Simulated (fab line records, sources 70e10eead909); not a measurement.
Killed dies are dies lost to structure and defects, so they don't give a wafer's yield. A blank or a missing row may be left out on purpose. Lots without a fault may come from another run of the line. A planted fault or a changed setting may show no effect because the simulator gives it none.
Which tool did it? | flow nand_harc | 6 lots, 16 wafers sampled, at 6 steps of a route of 1159

WHAT THE GAUGES READ, wafer by wafer
NHARC_END_SORT_01.
lot  | measured     | on        | killed_at_array
L343 | day 23 06:36 | prober-01 | 108

WHICH TOOL RAN EACH LOT (tool, then ch and the chambers of the sampled wafers, then the start)
lot  | NHARC_A_STAIRCASE_ETCH_17          | NHARC_A_STAIRCASE_ETCHBACK_416                | NHARC_A_STAIRCASE_DEP_417       | NHARC_A_SGD_CUT_DESCUM_14          | NHARC_A_SGD_CUT_CMP_21
L332 | rie_diel-04 ch 1,2,3, day 11 06:03 | rie_diel-06 ch 0,1,3, day 12 06:43 or earlier | pecvd-03 ch 0,1, day 12 06:43   | rie_diel-12 ch 0,1,3, day 13 22:59 | cmp-01 ch 0,1,2, day 14 05:20
L335 | rie_diel-05 ch 1,2,3, day 11 12:28 | rie_diel-05 ch 1,3, day 12 17:58 or earlier   | pecvd-04 ch 0,1,2, day 12 17:58 | rie_diel-07 ch 2,3, day 14 13:06   | cmp-02 ch 0,1, day 14 19:19
L343 | rie_diel-04 ch 3, day 14 01:26     | rie_diel-04 ch 2, day 15 04:08 or earlier     | pecvd-04 ch 2, day 15 04:08     | rie_diel-03 ch 0, day 17 17:19     | cmp-03 ch 3, day 17 20:35
L345 | rie_diel-06 ch 0,1, day 14 14:35   | rie_diel-05 ch 0,1,3, day 15 16:56 or earlier | pecvd-03 ch 1,2, day 15 16:56   | rie_diel-07 ch 0,1,2, day 17 08:47 | cmp-02 ch 1,2, day 17 14:07
L346 | rie_diel-06 ch 1,3, day 14 21:06   | rie_diel-05 ch 0,2,3, day 16 00:08 or earlier | pecvd-04 ch 0,1, day 16 00:08   | rie_diel-12 ch 0,1, day 17 20:40   | cmp-03 ch 1,3, day 18 02:20
L351 | rie_diel-06 ch 1,2,3, day 16 14:59 | rie_diel-06 ch 1,3, day 17 17:59              | pecvd-02 ch 0,1,2, day 17 18:10 | rie_diel-12 ch 1,2,3, day 20 00:53 | cmp-03 ch 2,3, day 20 06:33
- NHARC_A_STAIRCASE_ETCH_17: etches the open film in C4F8/O2, target depth 100 nm, time 40.5 s.
- NHARC_A_STAIRCASE_ETCHBACK_416: etches the open film in C4F8/O2/Ar, target depth 36 nm, time 7.2 s.
- NHARC_A_STAIRCASE_DEP_417: deposits Si3N4, target thk 60 nm.
- NHARC_A_SGD_CUT_DESCUM_14: chemistry O2, time 3 s.
- NHARC_A_SGD_CUT_CMP_21: polishes, target thk 148.19 nm.

THE ANSWER, worked out from the rows above alone
Rule: what is usual is taken from the lots themselves. Put in order of their means at a reading, lots are off if they are a third of the lots or fewer, leave a main group of 4 or more, and stand apart from it by a gap of 3 or more times the standard deviation of the main group's means; of several such gaps the widest counts. A main group whose means are all the same, to the digits that the tables above print for the reading, isn't used. A lot without any number at a reading at which 4 lots or more have one is off too. The other lots that the step has rows for count as sound.
No lot is off at any reading shown: from this, nothing can be told.

WHAT THE SIMULATOR HAD PUT IN
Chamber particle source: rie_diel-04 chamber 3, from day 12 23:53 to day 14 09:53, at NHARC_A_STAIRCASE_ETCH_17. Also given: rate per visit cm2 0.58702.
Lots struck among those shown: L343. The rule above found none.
